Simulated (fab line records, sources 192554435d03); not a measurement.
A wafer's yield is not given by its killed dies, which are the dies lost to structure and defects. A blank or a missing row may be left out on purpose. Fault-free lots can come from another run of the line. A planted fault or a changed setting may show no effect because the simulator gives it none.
Chamber matching	flow n5-finfet	rie-diel-05 running N5_SD_EPI_N_ETCH_35: 4 sister chambers
The step etches SOC in N2/H2, overetch 108 nm, time 486 s. 16 wafers are shown with their chamber, then 8 later ones without.

WAFERS PAIRED WITH THEIR CHAMBERS
wafer	chamber	showerhead-plenum-p-Torr (Torr)	oes-product-au (a.u.)	throttle-valve-pct (%)
L260.1	1	2.49	0.62	23.73
L260.4	1	2.49	0.62	23.72
L260.6	3	2.49	0.61	23.52
L262.3	0	2.59	0.84	23.65
L262.4	3	2.49	0.61	23.53
L262.6	1	2.49	0.62	23.71
L264.2	1	2.49	0.62	23.73
L264.3	2	2.66	0.70	23.88
L264.6	3	2.49	0.61	23.52
L263.4	2	2.65	0.69	23.87
L263.5	1	2.48	0.62	23.72
L263.6	0	2.59	0.83	23.65
L265.1	2	2.65	0.69	23.87
L265.4	2	2.65	0.69	23.89
L265.6	3	2.49	0.60	23.56
L267.1	2	2.65	0.69	23.87

SIGNATURES (means of the wafers above)
reading	chamber 0	chamber 1	chamber 2	chamber 3	scatter within a chamber
showerhead-plenum-p-Torr	2.5900	2.4880	2.6520	2.4900	0.00365
oes-product-au	0.8350	0.6200	0.6920	0.6075	0.00413
throttle-valve-pct	23.6500	23.7220	23.8760	23.5325	0.0118
Rule: a wafer lies at a distance from a chamber equal to the root of the sum of squares, over the readings, of (its reading less the chamber's mean, divided by the reading's scatter). If the next closest chamber is less than 2 further off than the closest, the wafer can't be placed; otherwise it belongs to the closest. The scatter: the root of (the sum of the squares of (reading less its chamber's mean) over the shown wafers, divided by (wafers less chambers)).

WAFERS MISSING THEIR CHAMBER
wafer	showerhead-plenum-p-Torr (Torr)	oes-product-au (a.u.)	throttle-valve-pct (%)
L267.2	2.49	0.60	23.55
L267.6	2.65	0.69	23.87
L268.1	2.59	0.81	23.69
L268.3	2.59	0.81	23.69
L268.4	2.49	0.60	23.54
L282.2	2.47	0.82	23.44
L282.5	2.57	0.75	23.72
L282.6	2.47	0.82	23.45

CHAMBER TAKEN BY EACH
wafer	from the rows above	in truth
L267.2	3	3
L267.6	2	2
L268.1	0	0
L268.3	0	0
L268.4	3	3
L282.2	0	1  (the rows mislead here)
L282.5	0	0
L282.6	0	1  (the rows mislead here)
Correctly placed: 6 of 8. Can't be placed from these rows: 0. Wrongly placed: 2.
